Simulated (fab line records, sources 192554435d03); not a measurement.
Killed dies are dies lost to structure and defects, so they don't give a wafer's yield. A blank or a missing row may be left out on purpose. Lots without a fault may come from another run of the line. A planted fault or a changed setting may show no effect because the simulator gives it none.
fab line records | flow n5_finfet
record lots=24 wafers=72 last_day=18
route steps=1938 shown BEOL_M4@1072
lots that met no fault: from a run of the same line without faults
start_h: hours from the record's first day to the start of the lot's first wafer shown | wait_h: hours since the lot's step before | " the same as in the row above | L1.1+2: a row that stands for several wafers | - no value, or no start given | * or withheld: withheld | < > ~ a bound
route shown NAME@n: a module of which the file shows steps, and the number in the route of the first | usual: mean/standard deviation of fault-free wafers | same: alike in all rows | chamber/n: place in a boat | sites: the reading at each site | _std_site: their standard deviation | _edge_site: outer sites' mean less inner sites' | radius_mm: how far each site lies from the wafer's centre | mask NAME#n: copy n | behind: the tool/chamber that last shaped the wafer | hold: why the lot was held/for how many hours/how that ended | device: the transistor (n, p or np) that didn't switch | end of line: the same wafers' tests at the end of the route | a step without rows: its recipe alone | killed: dies lost to structure and defects at the first sort, not the wafer's yield | map: a wafer's dies, x killed, . not, _ none there
set.NAME: the setting as run; set.NAME@STEP: as run at that earlier step | model.NAME: the simulator's own value behind a step, which no gauge read
steps of the route over a sample of lots; a table a step, a row a wafer
services: from which hour (start_h, from the record's first day; less than 0 if before it) a tool's chamber was out of use, for how many hours, and why
## steps
# step N5_BEOL_M4_STRIP_97
# recipe chemistry=N2/H2 time_s=10 power_w=450 temp_c=40 pressure_mtorr=20 rf_frequency_hz=6e+07 bias_power_w=7 n2_flow_sccm=200 h2_flow_sccm=200
# usual drypump_motor_current_A=5.64/0.28 h2_flow_sccm=199.9/0.59 n2_flow_sccm=200.0/0.63 oes_product_au=0.83/0.077 rf_vpp_V=59.2/0.9 showerhead_plenum_p_Torr=2.55/0.1 throttle_valve_pct=23.6/0.4
# columns lot.wafer tool chamber start_h wait_h drypump_motor_current_A h2_flow_sccm n2_flow_sccm oes_product_au rf_hours_counter_h rf_vpp_V showerhead_plenum_p_Torr throttle_valve_pct
L074.3 rie_diel-01 2 - - 5.85 200.2 199.8 0.77 127 58.3 2.44 23.7
L074.5 " 3 " " 5.52 199.7 201.2 0.66 - 57.6 2.39 23.3
L074.6 " 0 " " 5.67 200.5 199.0 0.84 - 58.2 2.51 24.0
L075.1 rie_diel-02 3 - - 6.12 201.0 199.6 0.71 182 60.1 2.51 23.0
L075.3 " 2 " " 5.37 199.7 200.9 0.91 21 59.8 2.51 23.2
L075.5 " 2 " " 5.35 200.5 200.8 0.89 - 59.7 2.51 23.2
L076.2 rie_diel-01 1 - - 5.51 199.6 199.9 0.95 9 59.4 2.64 24.1
L076.4 " 0 " " 5.68 200.5 200.4 0.84 58 58.8 2.50 24.0
L076.5 " 1 " " 5.52 200.3 199.5 0.95 - 57.5 2.64 24.1
L078.4 rie_diel-06 3 - - 5.25 199.8 200.3 0.83 71 58.3 2.46 24.0
L078.5 " 1 " " 5.96 199.7 199.9 0.89 - 59.1 2.69 23.3
L078.6 " 2 " " 5.13 200.5 199.5 0.88 - 59.3 2.56 23.5
L077.1 rie_diel-01 1 - - 5.55 199.3 200.7 0.93 10 59.5 2.64 24.1
L077.4 " 2 " " 5.85 199.3 199.5 0.75 137 59.9 2.43 23.7
L077.5 " 0 " " 5.74 199.3 200.2 0.84 - 59.2 2.50 24.0
L079.4 rie_diel-06 2 - - 5.15 200.0 200.2 0.89 40 60.1 2.56 23.5
L079.5 " 2 " " 5.15 200.2 200.5 0.89 - 59.2 2.56 23.5
L079.6 " 1 " " 5.95 200.4 200.2 0.89 - 59.5 2.69 23.3
L081.2 rie_diel-02 2 - - 5.36 200.6 199.2 0.87 34 58.2 2.51 23.3
L081.3 " 1 " " 5.63 198.9 200.4 0.91 26 60.9 2.72 23.2
L081.5 " 3 " " 6.11 201.0 199.8 0.70 - 59.2 2.50 23.0
L080.2 rie_diel-06 1 - - 5.98 200.0 200.0 0.88 60 59.9 2.68 23.3
L080.3 " 3 " " 5.28 199.5 200.5 0.83 76 59.3 2.46 24.0
L080.6 " 3 " " 5.30 200.6 200.6 0.84 - 57.0 2.46 24.0
L082.2 rie_diel-06 1 - - 5.98 200.3 200.5 0.87 62 59.7 2.68 23.3
L082.3 " 2 " " 5.16 200.0 200.5 0.88 45 59.4 2.56 23.5
L082.4 " 3 " " 5.28 200.1 201.3 0.83 78 58.4 2.46 24.0
L083.2 rie_diel-02 1 - - 5.57 200.0 200.1 0.90 35 59.7 2.71 23.3
L083.4 " 0 " " 5.97 200.5 200.3 0.85 - 59.7 2.59 23.8
L083.6 " 3 " " 6.12 200.2 198.9 0.70 - 59.0 2.50 23.0
L084.1 rie_diel-01 3 - - 5.49 199.3 200.3 0.93 15 60.4 2.70 22.9
L084.2 " 0 " " 5.70 199.8 200.3 0.80 72 59.6 2.50 24.0
L084.3 " 1 " " 5.52 199.9 199.2 0.91 24 59.1 2.64 24.1
L085.3 rie_diel-02 0 - - 5.93 199.8 199.6 0.83 95 59.2 2.59 23.8
L085.4 " 3 " " 6.09 200.2 201.4 0.69 208 57.6 2.50 23.0
L085.6 " 1 " " 5.59 200.9 200.0 0.89 - 59.8 2.71 23.3
L087.1 rie_diel-02 0 - - 5.96 200.5 199.7 0.83 97 60.0 2.59 23.8
L087.2 " 2 " " 5.36 199.0 199.2 0.86 43 59.8 2.50 23.3
L087.3 " 3 " " 6.12 200.3 200.4 0.69 209 59.4 2.50 23.0
L086.1 rie_diel-01 1 - - 5.52 200.1 199.0 0.90 28 59.3 2.64 24.1
L086.5 " 0 " " 5.66 199.4 199.6 0.81 - 58.2 2.50 24.0
L086.6 " 1 " " 5.48 199.6 199.5 0.90 - 61.4 2.64 24.1
L088.2 rie_diel-06 3 - - 5.27 199.5 199.8 0.80 97 59.1 2.45 24.0
L088.3 " 2 " " 5.13 200.9 200.4 0.86 64 58.9 2.55 23.6
L088.6 " 0 " " 5.71 199.3 200.3 0.71 - 58.5 2.41 24.1
L090.3 rie_diel-02 0 - - 5.95 200.3 199.5 0.82 106 59.1 2.58 23.8
L090.5 " 1 " " 5.57 199.3 199.2 0.88 - 61.2 2.71 23.3
L090.6 " 2 " " 5.36 199.2 198.7 0.86 - 57.5 2.50 23.3
L089.1 rie_diel-02 3 - - 6.13 200.4 200.6 0.70 219 58.1 2.49 23.0
L089.2 " 0 " " 5.96 199.5 200.1 0.82 107 58.3 2.58 23.8
L089.5 " 2 " " 5.37 200.0 198.6 0.86 - 59.7 2.50 23.3
L091.1 rie_diel-06 1 - - 5.96 200.3 200.8 0.86 84 59.2 2.67 23.4
L091.3 " 0 " " 5.71 200.0 200.3 0.70 196 58.1 2.41 24.1
L091.5 " 3 " " 5.27 199.9 199.9 0.80 - 60.2 2.45 24.1
L093.1 rie_diel-02 1 - - 5.58 199.5 200.0 0.87 53 60.0 2.70 23.3
L093.3 " 3 " " 6.12 199.7 199.8 0.69 224 59.5 2.49 23.0
L093.4 " 2 " " 5.36 200.2 200.2 0.85 56 57.9 2.50 23.3
L092.3 rie_diel-01 3 - - 5.54 200.2 199.5 0.90 35 60.5 2.69 23.0
L092.4 " 2 " " 5.83 199.8 200.1 0.72 170 57.9 2.42 23.7
L092.5 " 3 " " 5.53 199.8 198.6 0.90 - 59.8 2.69 23.0
L094.1 rie_diel-01 2 - - 5.85 200.2 199.7 0.73 174 58.4 2.42 23.7
L094.4 " 1 " " 5.54 199.9 200.4 0.88 49 59.2 2.63 24.1
L094.5 " 3 " " 5.50 199.4 199.9 0.90 - 60.1 2.69 23.0
L095.2 rie_diel-01 1 - - 5.52 199.3 199.8 0.88 49 59.8 2.63 24.1
L095.5 " 0 " " 5.74 199.3 198.7 0.79 - 58.5 2.49 24.0
L095.6 " 3 " " 5.53 198.8 200.0 0.90 - 60.0 2.69 23.0
L097.3 rie_diel-01 2 - - 5.85 200.3 200.5 0.71 176 60.0 2.42 23.7
L097.5 " 0 " " 5.70 200.0 199.9 0.79 - 60.4 2.49 24.0
L097.6 " 1 " " 5.54 200.2 200.5 0.87 - 60.0 2.63 24.1
L096.2 rie_diel-06 1 - - 5.98 199.5 199.9 0.84 94 59.5 2.67 23.4
L096.3 " 3 " " 5.27 199.7 199.5 0.79 112 58.8 2.44 24.1
L096.5 " 2 " " 5.13 200.0 199.8 0.83 - 59.1 2.54 23.6
# step N5_BEOL_M4_ALD_84
# recipe material=TaN target_thk_a=* temp_c=275 ald_precursor_family=PDMAT ald_co_reactant=NH3 pressure_torr=3 carrier_flow_sccm=1500 pulse_time_s=2 purge_time_s=3 co_reactant_purge_time_s=2 co_reactant_pulse_time_s=3 ald_cycles=30 precursor_vessel_temp_c=75 precursor_vessel_pressure_torr=26.25 precursor_vessel_carrier_sccm=1000
# usual chamber_pressure_Torr=3.000/0.0059 heater_power_outer_w=235/27 heater_power_w=429/37
# columns lot.wafer tool chamber start_h wait_h chamber_pressure_Torr heater_power_outer_w heater_power_w since_wet_clean_h
L074.3 ald_metal-03 0 171.02 0.1 3.004 222 385 2911
L074.5 " 3 " " 2.992 256 449 -
L074.6 " 2 " " 2.997 215 393 -
L075.1 ald_metal-03 2 172.60 0.0 3.003 214 406 2912
L075.3 " 1 " " 3.013 221 378 2912
L075.5 " 0 " " 2.995 220 388 -
L076.2 ald_metal-04 3 192.96 0.0 2.995 211 417 6010
L076.4 " 0 " " 3.001 200 387 6010
L076.5 " 1 " " 3.005 203 370 -
L078.4 ald_metal-02 0 195.83 0.1 2.997 294 500 4474
L078.5 " 2 " " 3.005 249 450 -
L078.6 " 3 " " 3.002 227 456 -
L077.1 ald_metal-04 0 199.34 0.0 3.001 199 379 6016
L077.4 " 2 " " 2.996 240 450 6016
L077.5 " 2 " " 3.005 233 445 -
L079.4 ald_metal-02 3 199.49 0.0 2.999 234 449 4478
L079.5 " 1 " " 3.006 228 405 -
L079.6 " 2 " " 3.000 247 451 -
L081.2 ald_metal-02 0 207.97 0.0 3.000 300 510 4486
L081.3 " 1 " " 2.995 227 419 4486
L081.5 " 0 " " 2.998 291 493 -
L080.2 ald_metal-02 1 211.04 0.0 3.001 224 417 4489
L080.3 " 3 " " 3.000 228 453 4489
L080.6 " 2 " " 2.999 251 469 -
L082.2 ald_metal-02 0 218.85 0.1 3.006 295 493 4497
L082.3 " 2 " " 3.010 256 457 4497
L082.4 " 1 " " 3.008 225 405 4497
L083.2 ald_metal-04 1 233.32 0.0 3.000 201 378 6050
L083.4 " 0 " " 3.001 203 387 6050
L083.6 " 1 " " 3.006 207 378 -
L084.1 ald_metal-03 1 236.90 0.3 2.997 219 387 2977
L084.2 " 0 " " 2.981 225 395 2977
L084.3 " 2 " " 2.995 216 402 2977
L085.3 ald_metal-02 2 239.91 0.1 2.988 249 451 4518
L085.4 " 0 " " 3.006 294 502 -
L085.6 " 3 " " 3.005 236 446 -
L087.1 ald_metal-04 0 242.87 0.2 2.996 200 386 6060
L087.2 " 1 " " 3.005 204 381 6060
L087.3 " 2 " " 2.994 238 434 6060
L086.1 ald_metal-04 0 245.96 0.0 3.006 197 386 6063
L086.5 " 1 " " 2.998 200 374 -
L086.6 " 2 " " 2.994 239 443 -
L088.2 ald_metal-03 2 269.33 0.0 2.995 214 396 3009
L088.3 " 0 " " 2.992 224 392 3009
L088.6 " 0 " " 2.991 221 383 -
L090.3 ald_metal-02 1 272.68 0.0 2.990 226 409 4551
L090.5 " 1 " " 2.999 229 424 -
L090.6 " 0 " " 3.000 293 492 -
L089.1 ald_metal-04 0 273.13 0.1 3.003 199 375 6090
L089.2 " 3 " " 2.998 213 425 6090
L089.5 " 3 " " 2.994 216 426 -
L091.1 ald_metal-04 2 279.21 0.0 2.991 235 440 6096
L091.3 " 0 " " 3.010 198 375 6096
L091.5 " 0 " " 2.998 201 389 -
L093.1 ald_metal-02 2 284.70 0.1 3.003 246 452 4563
L093.3 " 3 " " 3.009 226 451 4563
L093.4 " 0 " " 3.003 283 485 4563
L092.3 ald_metal-02 2 293.24 0.1 3.002 256 455 4572
L092.4 " 1 " " 3.003 235 410 4572
L092.5 " 3 " " 3.006 226 458 -
L094.1 ald_metal-02 0 300.06 0.0 3.005 297 501 4578
L094.4 " 3 " " 2.995 229 454 4578
L094.5 " 0 " " 3.000 296 499 -
L095.2 ald_metal-03 3 300.45 0.0 3.006 241 431 3040
L095.5 " 0 " " 3.003 225 395 -
L095.6 " 1 " " 3.000 215 382 -
L097.3 ald_metal-03 3 309.46 0.0 3.004 256 436 3049
L097.5 " 2 " " 3.006 214 399 -
L097.6 " 3 " " 2.998 252 435 -
L096.2 ald_metal-02 1 312.95 0.0 2.996 227 415 4591
L096.3 " 2 " " 3.007 252 464 4591
L096.5 " 1 " " 2.989 223 419 -
# step N5_BEOL_M4_SURFACE_TREAT_85
# recipe gas=Ar time_s=* ion_energy_ev=* ion_current_ma_cm2=0.5 pressure_mtorr=* ar_flow_sccm=30
# usual throttle_valve_pct=*
# columns lot.wafer tool chamber start_h wait_h throttle_valve_pct
L074.3 pvd_sputter-02 - 171.28 0.2 *
L074.5 " - " " *
L074.6 " - " " *
L075.1 pvd_sputter-02 - 172.88 0.2 *
L075.3 " - " " *
L075.5 " - " " *
L076.2 pvd_sputter-03 - 193.18 0.1 *
L076.4 " - " " *
L076.5 " - " " *
L078.4 pvd_sputter-01 - 196.05 0.1 *
L078.5 " - " " *
L078.6 " - " " *
L077.1 pvd_sputter-03 - 199.57 0.1 *
L077.4 " - " " *
L077.5 " - " " *
L079.4 pvd_sputter-03 - 199.81 0.2 *
L079.5 " - " " *
L079.6 " - " " *
L081.2 pvd_sputter-02 - 208.23 0.2 *
L081.3 " - " " *
L081.5 " - " " *
L080.2 pvd_sputter-03 - 211.27 0.1 *
L080.3 " - " " *
L080.6 " - " " *
L082.2 pvd_sputter-03 - 219.27 0.3 *
L082.3 " - " " *
L082.4 " - " " *
L083.2 pvd_sputter-02 - 233.56 0.1 *
L083.4 " - " " *
L083.6 " - " " *
L084.1 pvd_sputter-03 - 237.63 0.6 *
L084.2 " - " " *
L084.3 " - " " *
L085.3 pvd_sputter-01 - 240.14 0.1 *
L085.4 " - " " *
L085.6 " - " " *
L087.1 pvd_sputter-02 - 243.14 0.2 *
L087.2 " - " " *
L087.3 " - " " *
L086.1 pvd_sputter-01 - 246.24 0.2 *
L086.5 " - " " *
L086.6 " - " " *
L088.2 pvd_sputter-01 - 269.70 0.3 *
L088.3 " - " " *
L088.6 " - " " *
L090.3 pvd_sputter-02 - 272.97 0.2 *
L090.5 " - " " *
L090.6 " - " " *
L089.1 pvd_sputter-02 - 273.41 0.2 *
L089.2 " - " " *
L089.5 " - " " *
L091.1 pvd_sputter-02 - 279.49 0.2 *
L091.3 " - " " *
L091.5 " - " " *
L093.1 pvd_sputter-01 - 285.14 0.3 *
L093.3 " - " " *
L093.4 " - " " *
L092.3 pvd_sputter-03 - 293.52 0.2 *
L092.4 " - " " *
L092.5 " - " " *
L094.1 pvd_sputter-01 - 300.30 0.1 *
L094.4 " - " " *
L094.5 " - " " *
L095.2 pvd_sputter-02 - 300.81 0.3 *
L095.5 " - " " *
L095.6 " - " " *
L097.3 pvd_sputter-02 - 309.74 0.2 *
L097.5 " - " " *
L097.6 " - " " *
L096.2 pvd_sputter-02 - 313.23 0.2 *
L096.3 " - " " *
L096.5 " - " " *
# step N5_BEOL_M4_SPUTTER_86
# recipe material=Cu target_thk_a=45 temp_c=-20 chamber_pressure_pa=0.07 power_w=withheld time_s=8.29
# usual chuck_gas_flow_sccm=1.26/0.049 throttle_valve_pct=29.4/1.2
# columns lot.wafer tool chamber start_h wait_h chuck_gas_flow_sccm throttle_valve_pct
L074.3 pvd_sputter-01 - 172.17 0.1 1.26 29.1
L074.5 " - " " 1.29 29.3
L074.6 " - " " 1.30 28.4
L075.1 pvd_sputter-03 - 174.44 0.1 1.33 31.4
L075.3 " - " " 1.29 28.9
L075.5 " - " " 1.26 31.8
L076.2 pvd_sputter-02 - 194.15 0.1 1.28 30.4
L076.4 " - " " 1.30 28.8
L076.5 " - " " 1.29 28.3
L078.4 pvd_sputter-01 - 197.00 0.1 1.31 28.0
L078.5 " - " " 1.30 28.5
L078.6 " - " " 1.40 28.5
L077.1 pvd_sputter-03 - 200.64 0.1 1.31 32.0
L077.4 " - " " 1.27 28.8
L077.5 " - " " 1.23 31.6
L079.4 pvd_sputter-02 - 202.15 0.1 1.30 28.7
L079.5 " - " " 1.29 29.2
L079.6 " - " " 1.25 30.8
L081.2 pvd_sputter-01 - 209.20 0.1 1.26 28.5
L081.3 " - " " 1.29 28.0
L081.5 " - " " 1.19 30.8
L080.2 pvd_sputter-02 - 212.21 0.1 1.25 30.5
L080.3 " - " " 1.26 28.6
L080.6 " - " " 1.24 28.8
L082.2 pvd_sputter-02 - 220.22 0.1 1.18 30.7
L082.3 " - " " 1.29 28.4
L082.4 " - " " 1.29 29.1
L083.2 pvd_sputter-02 - 234.58 0.1 1.20 28.1
L083.4 " - " " 1.19 28.3
L083.6 " - " " 1.26 28.8
L084.1 pvd_sputter-03 - 238.65 0.1 1.26 31.9
L084.2 " - " " 1.24 31.6
L084.3 " - " " 1.29 28.5
L085.3 pvd_sputter-02 - 241.02 0.1 1.26 28.9
L085.4 " - " " 1.19 28.5
L085.6 " - " " 1.21 30.6
L087.1 pvd_sputter-02 - 244.02 0.1 1.22 28.5
L087.2 " - " " 1.24 28.2
L087.3 " - " " 1.22 29.1
L086.1 pvd_sputter-02 - 247.14 0.1 1.29 28.9
L086.5 " - " " 1.24 29.0
L086.6 " - " " 1.34 28.1
L088.2 pvd_sputter-02 - 271.33 0.1 1.21 28.9
L088.3 " - " " 1.27 28.1
L088.6 " - " " 1.25 30.7
L090.3 pvd_sputter-01 - 273.88 0.1 1.36 30.7
L090.5 " - " " 1.24 28.4
L090.6 " - " " 1.32 29.2
L089.1 pvd_sputter-02 - 274.49 0.1 1.36 28.3
L089.2 " - " " 1.21 28.8
L089.5 " - " " 1.18 30.4
L091.1 pvd_sputter-03 - 280.59 0.1 1.18 29.4
L091.3 " - " " 1.22 31.5
L091.5 " - " " 1.20 32.0
L093.1 pvd_sputter-01 - 287.95 0.1 1.28 28.6
L093.3 " - " " 1.23 30.7
L093.4 " - " " 1.29 28.2
L092.3 pvd_sputter-03 - 294.40 0.1 1.19 31.3
L092.4 " - " " 1.34 29.0
L092.5 " - " " 1.16 31.4
L094.1 pvd_sputter-01 - 301.28 0.1 1.27 28.1
L094.4 " - " " 1.28 29.4
L094.5 " - " " 1.35 28.4
L095.2 pvd_sputter-01 - 303.12 0.1 1.26 28.3
L095.5 " - " " 1.29 28.1
L095.6 " - " " 1.23 28.3
L097.3 pvd_sputter-02 - 310.62 0.1 1.28 30.5
L097.5 " - " " 1.25 28.7
L097.6 " - " " 1.22 31.0
L096.2 pvd_sputter-02 - 314.11 0.1 1.25 30.6
L096.3 " - " " 1.24 28.4
L096.5 " - " " 1.22 28.4
# step N5_BEOL_M4_SPUTTER_88
# recipe material=Cu target_thk_a=45 temp_c=-20 chamber_pressure_pa=0.07 power_w=withheld time_s=8.29
# usual chuck_gas_flow_sccm=1.26/0.054 throttle_valve_pct=29.4/1.2
# columns lot.wafer tool chamber start_h wait_h chuck_gas_flow_sccm throttle_valve_pct
L074.3 pvd_sputter-01 - 172.39 0.1 1.36 29.2
L074.5 " - " " 1.34 29.2
L074.6 " - " " 1.25 28.6
L075.1 pvd_sputter-03 - 174.66 0.1 1.23 31.6
L075.3 " - " " 1.22 28.8
L075.5 " - " " 1.19 31.9
L076.2 pvd_sputter-02 - 194.37 0.1 1.33 30.6
L076.4 " - " " 1.17 28.8
L076.5 " - " " 1.27 28.3
L078.4 pvd_sputter-01 - 197.22 0.1 1.40 28.0
L078.5 " - " " 1.24 28.4
L078.6 " - " " 1.31 28.2
L077.1 pvd_sputter-03 - 200.86 0.1 1.31 31.9
L077.4 " - " " 1.21 28.7
L077.5 " - " " 1.25 31.3
L079.4 pvd_sputter-02 - 202.37 0.1 1.24 28.5
L079.5 " - " " 1.30 28.7
L079.6 " - " " 1.22 30.7
L081.2 pvd_sputter-01 - 209.42 0.1 1.31 28.4
L081.3 " - " " 1.28 28.3
L081.5 " - " " 1.34 30.7
L080.2 pvd_sputter-02 - 212.43 0.1 1.16 30.7
L080.3 " - " " 1.27 28.3
L080.6 " - " " 1.22 28.9
L082.2 pvd_sputter-02 - 220.44 0.1 1.24 30.5
L082.3 " - " " 1.27 28.7
L082.4 " - " " 1.31 28.9
L083.2 pvd_sputter-02 - 234.80 0.1 1.34 28.2
L083.4 " - " " 1.17 28.7
L083.6 " - " " 1.29 28.4
L084.1 pvd_sputter-03 - 238.87 0.1 1.27 31.9
L084.2 " - " " 1.32 31.1
L084.3 " - " " 1.26 28.8
L085.3 pvd_sputter-02 - 241.24 0.1 1.24 28.9
L085.4 " - " " 1.19 28.6
L085.6 " - " " 1.24 30.8
L087.1 pvd_sputter-02 - 244.24 0.1 1.30 28.3
L087.2 " - " " 1.35 28.5
L087.3 " - " " 1.22 29.2
L086.1 pvd_sputter-02 - 247.36 0.1 1.22 28.6
L086.5 " - " " 1.24 29.0
L086.6 " - " " 1.24 28.2
L088.2 pvd_sputter-02 - 271.55 0.1 1.20 28.7
L088.3 " - " " 1.32 28.3
L088.6 " - " " 1.29 30.5
L090.3 pvd_sputter-01 - 274.10 0.1 1.33 30.9
L090.5 " - " " 1.26 28.5
L090.6 " - " " 1.21 29.5
L089.1 pvd_sputter-02 - 274.71 0.1 1.32 28.2
L089.2 " - " " 1.21 28.6
L089.5 " - " " 1.24 30.9
L091.1 pvd_sputter-03 - 280.81 0.1 1.23 29.4
L091.3 " - " " 1.26 31.5
L091.5 " - " " 1.14 31.9
L093.1 pvd_sputter-01 - 288.17 0.1 1.24 28.6
L093.3 " - " " 1.24 30.8
L093.4 " - " " 1.28 27.9
L092.3 pvd_sputter-03 - 294.62 0.1 1.31 31.4
L092.4 " - " " 1.12 29.0
L092.5 " - " " 1.22 31.4
L094.1 pvd_sputter-01 - 301.50 0.1 1.24 28.2
L094.4 " - " " 1.27 29.2
L094.5 " - " " 1.31 28.5
L095.2 pvd_sputter-01 - 303.34 0.1 1.27 28.5
L095.5 " - " " 1.32 28.3
L095.6 " - " " 1.21 28.5
L097.3 pvd_sputter-02 - 310.84 0.1 1.16 30.5
L097.5 " - " " 1.18 28.9
L097.6 " - " " 1.23 30.6
L096.2 pvd_sputter-02 - 314.33 0.1 1.28 30.8
L096.3 " - " " 1.25 28.2
L096.5 " - " " 1.30 28.6
# step N5_BEOL_M4_CMP_52
# recipe stop_on=SiOC t_overpolish_s=6.8 down_force_psi=1 platen_rpm=50 clearing_platen_down_force_psi=1.5 clearing_platen_rpm=50 post_cmp_clean=cu_alkaline target_thk_nm=40 clearing_platen_pad_velocity_m_s=0.99484 pad_velocity_m_s=0.99484
# usual barrier_field_endpoint_s=24.1/0.66 motor_current_A=6.1/0.64 overpolish_run_s=6.800/0.0091 slurry_flow_ml_min=150.0/0.44 time_to_endpoint_s=61.2/2.7
# columns lot.wafer tool chamber start_h wait_h barrier_field_endpoint_s motor_current_A overpolish_run_s slurry_flow_ml_min time_to_endpoint_s
L074.3 cmp-04 3 173.77 0.2 24.5 5.6 6.807 149.5 65.8
L074.6 " 3 " " 25.7 5.4 6.802 149.8 66.3
L074.5 " 0 " " 25.2 6.0 6.808 150.4 63.1
L075.3 cmp-01 2 176.10 0.2 24.1 5.3 6.807 149.3 62.2
L075.1 " 3 " " 23.7 5.4 6.803 149.8 57.2
L075.5 " 2 " " 23.7 5.7 6.803 149.7 60.2
L076.4 cmp-04 3 195.81 0.2 24.0 5.7 6.784 150.0 62.5
L076.2 " 0 " " 24.9 6.3 6.811 150.0 63.9
L076.5 " 1 " " 24.9 7.2 6.795 150.4 67.1
L078.4 cmp-04 1 199.84 1.4 25.5 7.3 6.813 150.3 67.7
L078.6 " 0 " " 24.3 6.2 6.796 151.0 61.4
L078.5 " 1 " " 25.2 7.1 6.814 149.6 67.4
L077.1 cmp-01 1 202.27 0.3 23.5 6.5 6.809 150.6 59.2
L077.4 " 3 " " 23.5 5.4 6.829 149.9 60.1
L077.5 " 1 " " 23.5 7.0 6.806 149.5 60.4
L079.4 cmp-02 1 203.86 0.2 24.4 5.9 6.800 150.1 61.0
L079.6 " 2 " " 24.2 5.9 6.798 149.4 60.3
L079.5 " 3 " " 25.2 5.7 6.796 149.9 66.0
L081.2 cmp-01 1 210.83 0.2 22.9 6.9 6.802 150.1 59.2
L081.3 " 2 " " 23.9 5.5 6.819 149.7 59.9
L081.5 " 0 " " 24.0 6.8 6.796 150.1 57.5
L080.3 cmp-01 0 213.91 0.2 23.6 6.9 6.808 150.3 59.8
L080.2 " 1 " " 23.6 7.0 6.815 150.3 61.0
L080.6 " 1 " " 23.2 6.8 6.785 149.7 57.4
L082.4 cmp-02 2 222.36 0.1 24.6 5.6 6.784 150.5 57.8
L082.2 " 3 " " 24.7 5.4 6.799 149.8 62.8
L082.3 " 0 " " 24.3 5.2 6.797 150.0 60.0
L083.2 cmp-01 3 236.42 0.2 23.4 5.6 6.798 149.8 59.6
L083.4 " 1 " " 23.7 6.4 6.799 149.9 61.4
L083.6 " 3 " " 23.7 5.7 6.793 149.9 60.5
L084.1 cmp-04 0 240.61 0.3 23.3 6.1 6.808 149.4 58.3
L084.3 " 2 " " 23.8 5.8 6.796 149.3 59.8
L084.2 " 3 " " 23.6 5.5 6.814 150.7 57.4
L085.3 cmp-02 3 242.61 0.2 24.5 5.9 6.793 149.8 62.9
L085.4 " 1 " " 24.3 6.2 6.812 150.7 62.5
L085.6 " 0 " " 23.3 5.4 6.792 149.6 61.6
L087.3 cmp-04 3 245.61 0.2 24.0 5.8 6.808 149.6 61.1
L087.1 " 0 " " 23.2 5.9 6.814 150.7 59.3
L087.2 " 2 " " 23.5 5.7 6.799 149.5 61.6
L086.1 cmp-02 2 248.90 0.4 24.5 5.7 6.793 150.2 58.5
L086.5 " 0 " " 23.8 5.4 6.797 149.9 59.2
L086.6 " 1 " " 24.7 5.8 6.816 150.2 60.8
L088.3 cmp-02 1 272.93 0.2 24.2 5.5 6.786 150.3 61.0
L088.2 " 0 " " 23.4 5.4 6.814 149.8 62.4
L088.6 " 2 " " 23.7 5.8 6.802 150.4 60.5
L090.3 cmp-01 2 275.62 0.3 23.5 5.6 6.797 149.3 60.9
L090.6 " 3 " " 22.7 5.2 6.793 150.2 59.8
L090.5 " 0 " " 23.7 6.8 6.801 149.9 55.4
L089.2 cmp-01 3 276.09 0.2 23.5 5.5 6.798 149.6 60.4
L089.1 " 1 " " 23.9 6.7 6.794 149.7 59.1
L089.5 " 3 " " 24.5 5.1 6.797 149.2 58.0
L091.3 cmp-04 0 282.19 0.2 24.2 6.2 6.783 149.9 58.2
L091.1 " 1 " " 24.2 7.3 6.796 150.8 62.3
L091.5 " 0 " " 23.7 6.4 6.806 150.7 59.8
L093.3 cmp-02 2 289.55 0.2 24.5 6.1 6.816 149.5 59.3
L093.4 " 3 " " 24.5 5.5 6.793 150.0 61.6
L093.1 " 0 " " 24.6 5.2 6.798 149.7 62.0
L092.4 cmp-02 3 296.03 0.2 24.5 5.8 6.806 150.1 60.7
L092.3 " 0 " " 23.7 5.6 6.792 149.7 57.5
L092.5 " 3 " " 24.2 6.0 6.786 149.7 60.7
L094.4 cmp-01 3 302.87 0.1 25.3 5.5 6.787 149.6 63.2
L094.1 " 0 " " 24.3 7.1 6.793 150.3 58.9
L094.5 " 3 " " 24.3 5.7 6.805 149.8 62.6
L095.2 cmp-02 0 305.03 0.3 22.9 5.3 6.797 149.8 62.3
L095.6 " 1 " " 24.1 6.0 6.801 149.1 63.5
L095.5 " 2 " " 24.6 5.6 6.798 150.7 65.8
L097.3 cmp-04 1 312.33 0.3 23.6 6.8 6.811 150.1 64.5
L097.5 " 2 " " 23.4 5.6 6.798 149.8 60.0
L097.6 " 3 " " 24.0 5.9 6.799 149.9 62.9
L096.2 cmp-02 1 315.70 0.2 25.1 5.6 6.807 149.6 62.9
L096.3 " 2 " " 24.4 5.8 6.787 150.2 62.2
L096.5 " 1 " " 25.3 6.3 6.803 150.2 64.9
## services
# columns tool chamber start_h hours kind
cmp-01 - 149.20 7.8 pm
rie_diel-01 1 153.05 - clean
rie_diel-01 1 153.05 - consumable_replace:focus_ring
rie_diel-01 1 153.05 14.7 scheduled_down
rie_diel-01 1 153.05 14.7 vent_cycle
ald_metal-02 0 157.41 4.9 repair
ald_metal-02 - 167.34 8.7 pm
rie_diel-01 3 171.36 - clean
rie_diel-01 3 171.36 - consumable_replace:focus_ring
ald_metal-03 0 181.49 5.2 repair
cmp-01 - 192.70 9.5 pm
rie_diel-02 2 227.14 8.3 repair
ald_metal-02 1 235.64 14.5 repair
ald_metal-03 1 237.23 2.4 repair
ald_metal-04 1 259.53 29.7 repair
ald_metal-04 0 267.76 3.0 repair
cmp-04 - 274.57 4.0 pm
cmp-02 - 275.26 7.0 pm
rie_diel-06 1 284.61 7.2 repair
cmp-02 - 294.54 0.4 repair
pvd_sputter-01 - 305.83 20.9 repair
rie_diel-06 0 306.58 3.3 repair
cmp-04 - 309.50 0.3 repair
cmp-02 - 310.11 4.0 pm
## key
fault none
